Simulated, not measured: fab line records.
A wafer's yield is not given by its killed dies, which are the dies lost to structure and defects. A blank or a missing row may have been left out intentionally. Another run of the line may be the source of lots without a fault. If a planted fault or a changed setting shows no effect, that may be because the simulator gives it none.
fab line records	flow n5-finfet	part 1 of 2: steps 1 to 4 of 6
record: lots: 21	wafers: 63	last-day: 17
route steps=1938 shown MOL_CONTACT_COAG@615 BEOL_M0_SAQP@662 BEOL_M0@722
lots that met no fault: from a run of the same line without faults
start-h: start of the lot's first displayed wafer, in hours after the record's first day	wait-h: how many hours have passed since the lot's step before this one	" unchanged from the row above	L1.1+2: one row covering several wafers at once	- either no value or no given start	* or withheld: withheld	< > ~ a bound
route shown NAME@n: NAME is a module with steps in the file, n the number in the route of the first one	usual: average and standard deviation across the fault-free wafers	same: alike in all rows	chamber/n: place in a boat	sites: the reading at each site	_std_site: the values' standard deviation	_edge_site: outer sites' mean less inner sites'	radius-mm: for every site, how far away it sits from the centre of the wafer	mask NAME#n: copy n	behind: the tool/chamber that last shaped the wafer	hold: why the lot went on hold/how many hours it stayed there/how the hold came to an end	device: transistor that didn't switch, given as n, p or np	end of line: the route-end tests of the same wafers	a step without rows: its recipe alone	killed: count of dies lost to structure and defects at first sort (not the wafer's yield)	map: the dies of a wafer, with x for killed, . for not killed, _ for no die there
set.NAME: the setting the step ran with; set.NAME@STEP: the setting that earlier step ran with	model.NAME: the simulator's own value behind a step, which no gauge read
the route's steps for a sample of lots (tables are steps, rows are wafers)
services: when a tool's chamber went out of use (start-h, in hours from the record's first day, below 0 if earlier), for how many hours, and the reason
== steps ==
step: N5_MOL_CONTACT_COAG_VIA_ETCH_117
recipe: chemistry: C4F6/O2	target-depth-a: 400	overetch-a: 80	mask-material: SOC	target: SiO2	bias-w: 455	pressure-mtorr: 10	time-s: 26	source-w: 325	Ar_flow_sccm: 300	C4F6_flow_sccm: 10	O2_flow_sccm: 10	ion-energy-ev: 575.3	ends: end-point
usual: drypump-motor-current-A: 5.7/0.51	mfc-ar-sccm: 300.1/0.95	oes-product-au: 0.75/0.068	rf-vpp-V: 1578/49	showerhead-plenum-p-Torr: 2.83/0.073	throttle-valve-pct: 41.3/0.68
lot.wafer	tool	chamber	start-h	wait-h	drypump-motor-current-A	mfc-ar-sccm	oes-product-au	rf-hours-counter-h	rf-vpp-V	showerhead-plenum-p-Torr	throttle-valve-pct
L074.2	rie-diel-05	0	105.46	0.0	5.1	301.0	0.79	35	1591	2.82	42.6
L074.3	"	2	"	"	6.7	299.2	0.69	156	1552	2.81	41.7
L074.4	"	0	"	"	5.0	301.3	0.79	-	1592	2.81	42.7
L075.4	rie-diel-01	0	106.12	0.0	6.3	299.1	0.72	115	1628	2.89	41.4
L075.5	"	2	"	"	5.3	301.0	0.69	-	1501	3.01	41.4
L075.6	"	1	"	"	5.7	300.3	0.65	-	1607	2.81	41.9
L077.3	rie-diel-05	3	117.54	0.0	5.0	301.4	0.91	0	1577	2.83	41.5
L077.5	"	0	"	"	5.1	300.0	0.78	-	1590	2.81	42.6
L077.6	"	1	"	"	5.8	300.0	0.79	-	1631	2.78	40.8
L078.2	rie-diel-05	1	125.62	0.0	5.8	301.3	0.79	32	1631	2.78	40.8
L078.3	"	2	"	"	6.7	299.7	0.68	165	1551	2.80	41.7
L078.4	"	0	"	"	5.1	299.1	0.78	43	1590	2.81	42.7
L079.1	rie-diel-04	2	134.53	0.0	5.4	300.4	0.85	5	1613	2.80	40.2
L079.2	"	0	"	"	6.0	299.0	0.72	110	1533	2.72	40.5
L079.6	"	2	"	"	5.3	300.3	0.85	-	1616	2.80	40.2
L080.1	rie-diel-04	2	135.00	0.0	5.4	300.5	0.86	6	1615	2.80	40.2
L080.3	"	0	"	"	5.9	300.4	0.73	110	1535	2.72	40.5
L080.4	"	1	"	"	5.4	298.5	0.78	38	1494	2.92	40.7
L082.1	rie-diel-05	0	147.70	0.0	5.1	301.0	0.77	52	1590	2.81	42.7
L082.3	"	1	"	"	5.8	298.6	0.78	40	1632	2.77	40.8
L082.4	"	2	"	"	6.7	301.6	0.67	173	1551	2.80	41.7
L083.1	rie-diel-05	0	152.08	0.0	5.1	299.4	0.77	53	1590	2.81	42.7
L083.4	"	1	"	"	5.8	300.3	0.77	41	1631	2.77	40.8
L083.5	"	2	"	"	6.7	300.5	0.68	-	1553	2.80	41.7
L084.2	rie-diel-01	1	158.93	0.0	5.8	300.5	0.63	217	1607	2.81	41.9
L084.3	"	0	"	"	6.3	299.1	0.71	134	1628	2.89	41.4
L084.6	"	3	"	"	6.0	299.2	0.73	-	1625	2.90	42.0
L085.2	rie-diel-04	2	168.12	0.0	5.4	300.2	0.82	15	1615	2.79	40.2
L085.4	"	3	"	"	6.0	301.0	0.83	19	1631	2.78	41.4
L085.5	"	2	"	"	5.4	299.7	0.83	-	1616	2.79	40.2
L086.2	rie-diel-04	3	171.45	0.0	6.0	300.9	0.82	20	1632	2.78	41.4
L086.3	"	0	"	"	5.9	300.4	0.70	121	1533	2.72	40.6
L086.6	"	1	"	"	5.4	297.8	0.77	-	1495	2.92	40.7
L087.3	rie-diel-04	3	177.63	0.0	6.0	300.2	0.82	22	1631	2.78	41.4
L087.5	"	1	"	"	5.5	301.0	0.76	-	1495	2.92	40.7
L087.6	"	2	"	"	5.4	299.8	0.83	-	1614	2.79	40.2
L088.1	rie-diel-04	1	186.04	0.0	5.5	301.4	0.76	56	1495	2.92	40.7
L088.5	"	0	"	"	5.9	300.9	0.70	-	1533	2.72	40.5
L088.6	"	1	"	"	5.5	298.9	0.76	-	1495	2.92	40.6
L089.1	rie-diel-01	3	192.37	0.0	6.0	300.2	0.71	102	1625	2.90	42.0
L089.2	"	2	"	"	5.3	300.3	0.68	139	1501	2.99	41.4
L089.3	"	0	"	"	6.3	300.5	0.70	144	1627	2.88	41.5
L090.1	rie-diel-05	0	195.73	0.0	5.1	301.3	0.75	68	1589	2.80	42.7
L090.3	"	1	"	"	5.8	299.3	0.75	57	1632	2.77	40.8
L090.5	"	1	"	"	5.7	298.8	0.75	-	1631	2.77	40.8
L091.2	rie-diel-05	0	199.13	0.0	5.1	299.4	0.75	69	1590	2.80	42.7
L091.5	"	3	"	"	5.0	300.0	0.81	-	1575	2.81	41.5
L091.6	"	2	"	"	6.7	298.3	0.66	-	1551	2.79	41.7
L092.1	rie-diel-01	0	206.26	0.0	6.3	299.7	0.70	148	1627	2.88	41.4
L092.2	"	3	"	"	6.0	300.5	0.71	106	1625	2.90	42.0
L092.4	"	1	"	"	5.8	299.5	0.63	232	1605	2.80	41.9
L093.2	rie-diel-01	3	212.31	0.0	6.0	299.9	0.71	108	1624	2.90	42.0
L093.3	"	0	"	"	6.3	298.5	0.69	151	1627	2.88	41.4
L093.4	"	1	"	"	5.7	299.5	0.62	234	1606	2.80	41.9
L094.3	rie-diel-04	1	223.27	0.0	5.4	300.5	0.75	69	1496	2.91	40.7
L094.4	"	0	"	"	5.9	299.3	0.69	141	1533	2.71	40.6
L094.6	"	3	"	"	6.0	299.0	0.80	-	1630	2.78	41.4
L095.2	rie-diel-01	0	223.88	0.0	6.3	300.6	0.69	154	1626	2.88	41.5
L095.5	"	3	"	"	6.0	300.2	0.70	-	1625	2.89	42.0
L095.6	"	2	"	"	5.3	300.7	0.67	-	1500	2.99	41.4
L097.2	rie-diel-04	0	241.09	0.0	5.9	301.4	0.69	146	1532	2.71	40.6
L097.4	"	2	"	"	5.4	299.5	0.79	38	1613	2.78	40.3
L097.6	"	1	"	"	5.4	299.0	0.75	-	1492	2.91	40.7
step: N5_BEOL_M0_SAQP_RECESS_114
recipe: chemistry: HF/NH3	target: SiO2	target-depth-a: 144	afs-cycles: 3	temp-c: 30	sublimation-temp-c: 180	sublimation-time-s: 60
usual: drypump-motor-current-A: 5.7/0.36
lot.wafer	tool	chamber	start-h	wait-h	drypump-motor-current-A
L074.2	vapor-etch-02	1	111.92	0.0	5.5
L074.3	"	1	"	"	5.5
L074.4	"	0	"	"	6.0
L075.4	vapor-etch-01	1	115.77	0.1	5.3
L075.5	"	0	"	"	6.1
L075.6	"	1	"	"	5.3
L077.3	vapor-etch-01	1	125.56	1.3	5.3
L077.5	"	1	"	"	5.3
L077.6	"	0	"	"	6.1
L078.2	vapor-etch-02	1	131.91	0.0	5.5
L078.3	"	0	"	"	6.0
L078.4	"	1	"	"	5.5
L079.1	vapor-etch-02	0	140.67	0.0	6.0
L079.2	"	1	"	"	5.5
L079.6	"	1	"	"	5.5
L080.1	vapor-etch-01	0	144.25	0.0	6.1
L080.3	"	1	"	"	5.3
L080.4	"	0	"	"	6.1
L082.1	vapor-etch-02	0	154.31	0.1	6.0
L082.3	"	1	"	"	5.5
L082.4	"	0	"	"	6.0
L083.1	vapor-etch-01	1	158.95	0.0	5.3
L083.4	"	0	"	"	6.1
L083.5	"	1	"	"	5.3
L084.2	vapor-etch-01	1	166.44	0.3	5.3
L084.3	"	0	"	"	6.1
L084.6	"	0	"	"	6.1
L085.2	vapor-etch-01	0	174.85	0.0	6.1
L085.4	"	1	"	"	5.3
L085.5	"	1	"	"	5.3
L086.2	vapor-etch-01	1	180.90	0.0	5.3
L086.3	"	0	"	"	6.1
L086.6	"	0	"	"	6.1
L087.3	vapor-etch-01	0	184.84	0.1	6.1
L087.5	"	1	"	"	5.3
L087.6	"	0	"	"	6.1
L088.1	vapor-etch-01	1	193.90	0.0	5.3
L088.5	"	1	"	"	5.3
L088.6	"	0	"	"	6.1
L089.1	vapor-etch-01	1	198.56	0.0	5.3
L089.2	"	0	"	"	6.1
L089.3	"	0	"	"	6.1
L090.1	vapor-etch-01	0	202.66	0.2	6.1
L090.3	"	0	"	"	6.1
L090.5	"	1	"	"	5.3
L091.2	vapor-etch-01	1	206.74	0.0	5.3
L091.5	"	1	"	"	5.3
L091.6	"	0	"	"	6.1
L092.1	vapor-etch-01	0	212.63	0.0	6.2
L092.2	"	1	"	"	5.3
L092.4	"	1	"	"	5.3
L093.2	vapor-etch-01	1	218.89	0.0	5.3
L093.3	"	1	"	"	5.3
L093.4	"	0	"	"	6.1
L094.3	vapor-etch-02	1	229.69	0.1	5.5
L094.4	"	0	"	"	6.0
L094.6	"	0	"	"	6.0
L095.2	vapor-etch-01	1	232.97	0.0	5.3
L095.5	"	0	"	"	6.1
L095.6	"	1	"	"	5.3
L097.2	vapor-etch-01	1	247.18	0.0	5.3
L097.4	"	0	"	"	6.1
L097.6	"	1	"	"	5.3
step: N5_BEOL_M0_SAQP_ETCH_102
recipe: chemistry: CF4	target: SiO2	target-depth-a: 40	ion-energy-ev: 350	time-s: 4.4	pressure-mtorr: 10	icp-w: 800	bias-w: 400	cf4-flow-sccm: 80
usual: drypump-motor-current-A: 5.8/0.44	oes-product-au: 0.992/0.029	throttle-valve-pct: 21.87/0.21
lot.wafer	tool	chamber	start-h	wait-h	drypump-motor-current-A	oes-product-au	rf-hours-counter-h	throttle-valve-pct
L074.2	rie-si-02	2	113.83	0.1	6.3	0.968	35	21.95
L074.3	"	3	"	"	5.9	0.959	45	21.60
L074.4	"	1	"	"	5.2	0.982	85	21.77
L075.4	rie-si-03	3	116.96	0.1	5.6	1.014	0	22.09
L075.5	"	1	"	"	5.6	0.968	-	21.55
L075.6	"	0	"	"	5.9	1.017	-	22.14
L077.3	rie-si-06	3	126.64	0.1	4.9	1.047	86	22.20
L077.5	"	3	"	"	4.9	1.044	-	22.23
L077.6	"	0	"	"	6.2	0.993	-	21.78
L078.2	rie-si-06	1	133.18	0.1	6.1	1.032	72	22.03
L078.3	"	3	"	"	4.9	1.033	86	22.25
L078.4	"	0	"	"	6.2	1.007	142	21.78
L079.1	rie-si-03	1	142.03	0.1	5.6	0.979	122	21.56
L079.2	"	3	"	"	5.6	1.015	1	22.08
L079.6	"	0	"	"	6.0	1.032	-	22.16
L080.1	rie-si-06	2	145.45	0.1	5.7	1.033	63	21.90
L080.3	"	0	"	"	6.1	1.004	143	21.80
L080.4	"	3	"	"	4.9	1.035	86	22.23
L082.1	rie-si-02	1	155.62	0.1	5.2	0.981	86	21.80
L082.3	"	0	"	"	6.1	1.008	193	22.12
L082.4	"	3	"	"	5.8	0.948	46	21.58
L083.1	rie-si-03	1	160.16	0.1	5.5	0.984	123	21.56
L083.4	"	0	"	"	5.9	1.026	186	22.17
L083.5	"	2	"	"	5.2	0.993	-	21.60
L084.2	rie-si-06	0	167.68	0.1	6.2	0.990	143	21.80
L084.3	"	1	"	"	6.1	1.016	73	21.99
L084.6	"	3	"	"	4.9	1.020	-	22.23
L085.2	rie-si-02	2	176.64	0.1	6.3	0.967	36	21.95
L085.4	"	3	"	"	5.8	0.955	-	21.58
L085.5	"	2	"	"	6.3	0.961	-	21.95
L086.2	rie-si-03	1	183.59	0.1	5.6	0.975	123	21.56
L086.3	"	2	"	"	5.2	0.994	167	21.63
L086.6	"	1	"	"	5.6	0.973	-	21.55
L087.3	rie-si-02	1	185.94	0.1	5.2	0.986	87	21.79
L087.5	"	3	"	"	5.8	0.954	-	21.58
L087.6	"	0	"	"	6.1	0.982	-	21.90
L088.1	rie-si-02	2	195.10	0.1	6.3	0.961	37	21.96
L088.5	"	2	"	"	6.4	0.969	-	21.95
L088.6	"	1	"	"	5.2	0.990	-	21.79
L089.1	rie-si-02	2	199.76	0.1	6.3	0.964	37	21.94
L089.2	"	0	"	"	6.1	0.973	0	21.92
L089.3	"	3	"	"	5.9	0.950	47	21.58
L090.1	rie-si-02	3	203.95	0.1	5.9	0.940	47	21.58
L090.3	"	1	"	"	5.2	0.983	87	21.78
L090.5	"	2	"	"	6.3	0.964	-	21.96
L091.2	rie-si-06	1	207.95	0.1	6.1	1.033	73	22.01
L091.5	"	1	"	"	6.1	1.024	-	22.01
L091.6	"	0	"	"	6.2	1.002	-	21.76
L092.1	rie-si-02	0	214.28	0.1	6.1	0.989	1	21.92
L092.2	"	1	"	"	5.2	0.990	87	21.78
L092.4	"	2	"	"	6.3	0.966	37	21.96
L093.2	rie-si-06	2	220.36	0.1	5.6	1.020	65	21.91
L093.3	"	3	"	"	5.0	1.028	87	22.25
L093.4	"	1	"	"	6.1	1.019	74	22.01
L094.3	rie-si-03	1	230.98	0.1	5.6	0.975	124	21.58
L094.4	"	3	"	"	5.6	0.992	-	22.08
L094.6	"	2	"	"	5.2	0.989	-	21.63
L095.2	rie-si-02	3	234.76	0.1	5.8	0.951	48	21.58
L095.5	"	3	"	"	5.8	0.952	-	21.58
L095.6	"	0	"	"	6.1	0.977	-	21.91
L097.2	rie-si-02	3	248.43	0.1	5.9	0.941	48	21.59
L097.4	"	0	"	"	6.1	0.975	1	21.90
L097.6	"	0	"	"	6.1	0.979	-	21.89
step: N5_BEOL_M0_SAQP_STRIP_108
recipe: chemistry: N2/H2	power-w: 500	temp-c: 40	pressure-mtorr: 50	rf-frequency-hz: 6e+07	overash-fraction: 0.3	bias-power-w: 28	h2-frac: 0.5	n2-flow-sccm: 300	h2-flow-sccm: 300
usual: drypump-motor-current-A: 5.5/0.53	oes-product-au: 0.79/0.087	rf-vpp-V: 121.7/1.1	showerhead-plenum-p-Torr: 3.33/0.13	throttle-valve-pct: 18.9/0.45
lot.wafer	tool	chamber	start-h	wait-h	drypump-motor-current-A	oes-product-au	rf-hours-counter-h	rf-vpp-V	showerhead-plenum-p-Torr	throttle-valve-pct
L074.2	rie-diel-03	0	114.49	0.0	6.0	0.69	195	123.6	3.48	18.7
L074.3	"	3	"	"	6.5	0.71	214	121.1	3.19	18.5
L074.4	"	2	"	"	5.3	0.91	23	122.3	3.29	18.6
L075.4	rie-diel-03	2	117.71	0.0	5.3	0.91	-	121.3	3.29	18.6
L075.5	"	3	"	"	6.4	0.71	-	120.9	3.19	18.4
L075.6	"	1	"	"	5.0	0.94	-	122.6	3.59	18.7
L077.3	rie-diel-02	0	127.53	0.0	5.7	0.76	124	120.5	3.13	19.7
L077.5	"	3	"	"	6.0	0.67	-	122.3	3.46	18.7
L077.6	"	0	"	"	5.8	0.75	-	120.2	3.13	19.7
L078.2	rie-diel-06	2	133.84	0.0	4.7	0.71	212	121.4	3.33	19.3
L078.3	"	0	"	"	6.3	0.73	208	121.3	3.22	19.5
L078.4	"	1	"	"	5.4	0.82	83	124.0	3.50	18.3
L079.1	rie-diel-06	3	142.71	0.0	4.7	0.86	80	123.2	3.38	18.8
L079.2	"	0	"	"	6.3	0.72	211	120.7	3.21	19.5
L079.6	"	3	"	"	4.7	0.86	-	120.5	3.38	18.8
L080.1	rie-diel-06	2	146.17	0.0	4.7	0.70	217	121.5	3.32	19.3
L080.3	"	0	"	"	6.3	0.71	212	120.4	3.21	19.5
L080.4	"	1	"	"	5.4	0.81	87	121.8	3.50	18.3
L082.1	rie-diel-06	3	156.28	0.0	4.8	0.85	85	122.2	3.38	18.7
L082.3	"	2	"	"	4.8	0.70	221	121.9	3.32	19.3
L082.4	"	0	"	"	6.3	0.71	217	120.1	3.21	19.5
L083.1	rie-diel-03	1	160.82	0.0	5.1	0.90	20	123.0	3.58	18.8
L083.4	"	2	"	"	5.3	0.88	-	121.5	3.28	18.7
L083.5	"	1	"	"	5.0	0.91	-	123.2	3.58	18.7
L084.2	rie-diel-06	1	168.38	0.0	5.4	0.80	95	123.4	3.49	18.3
L084.3	"	2	"	"	4.7	0.69	225	121.8	3.32	19.3
L084.6	"	2	"	"	4.8	0.70	-	121.4	3.32	19.3
L085.2	rie-diel-06	2	177.31	0.0	4.7	0.69	227	121.9	3.32	19.3
L085.4	"	0	"	"	6.2	0.71	220	121.1	3.21	19.5
L085.5	"	2	"	"	4.7	0.70	-	122.4	3.32	19.3
L086.2	rie-diel-06	2	184.25	0.0	4.7	0.70	229	122.3	3.32	19.3
L086.3	"	3	"	"	4.8	0.83	94	121.2	3.37	18.8
L086.6	"	1	"	"	5.4	0.80	-	122.0	3.49	18.3
L087.3	rie-diel-02	3	186.60	0.0	6.1	0.99	3	122.8	3.46	18.3
L087.5	"	2	"	"	5.7	0.84	-	122.2	3.24	19.0
L087.6	"	1	"	"	5.5	0.71	-	122.1	3.30	19.2
L088.1	rie-diel-02	1	195.93	0.0	5.5	0.70	236	121.4	3.29	19.3
L088.5	"	2	"	"	5.6	0.84	-	121.0	3.24	19.0
L088.6	"	3	"	"	6.0	0.98	-	120.6	3.46	18.3
L089.1	rie-diel-02	2	200.43	0.0	5.7	0.83	81	120.6	3.24	19.0
L089.2	"	0	"	"	5.7	0.74	147	119.8	3.12	19.7
L089.3	"	1	"	"	5.5	0.70	237	121.4	3.29	19.3
L090.1	rie-diel-03	2	204.61	0.0	5.3	0.86	54	121.3	3.27	18.7
L090.3	"	1	"	"	5.1	0.88	38	124.0	3.57	18.8
L090.5	"	2	"	"	5.3	0.86	-	121.8	3.27	18.7
L091.2	rie-diel-03	3	208.61	0.0	6.5	0.69	244	121.1	3.17	18.5
L091.5	"	2	"	"	5.2	0.87	-	120.6	3.27	18.7
L091.6	"	1	"	"	5.0	0.88	-	124.3	3.57	18.8
L092.1	rie-diel-06	2	214.95	0.0	4.7	0.69	237	121.2	3.31	19.3
L092.2	"	3	"	"	4.8	0.83	102	123.1	3.37	18.8
L092.4	"	1	"	"	5.4	0.78	108	123.5	3.48	18.3
L093.2	rie-diel-03	3	221.48	0.0	6.5	0.69	249	120.4	3.17	18.5
L093.3	"	2	"	"	5.3	0.86	61	121.8	3.27	18.7
L093.4	"	3	"	"	6.5	0.69	-	121.1	3.17	18.5
L094.3	rie-diel-02	1	231.64	0.0	5.5	0.70	246	122.5	3.29	19.3
L094.4	"	3	"	"	6.0	0.94	16	120.6	3.45	18.3
L094.6	"	3	"	"	6.0	0.94	-	120.5	3.45	18.3
L095.2	rie-diel-02	2	235.43	0.0	5.7	0.82	92	121.4	3.23	19.1
L095.5	"	0	"	"	5.8	0.73	-	120.5	3.12	19.8
L095.6	"	3	"	"	6.0	0.95	-	122.0	3.45	18.3
L097.2	rie-diel-02	3	249.10	0.0	6.0	0.92	21	123.6	3.45	18.3
L097.4	"	0	"	"	5.7	0.74	-	121.9	3.12	19.8
L097.6	"	2	"	"	5.7	0.82	-	120.9	3.23	19.1
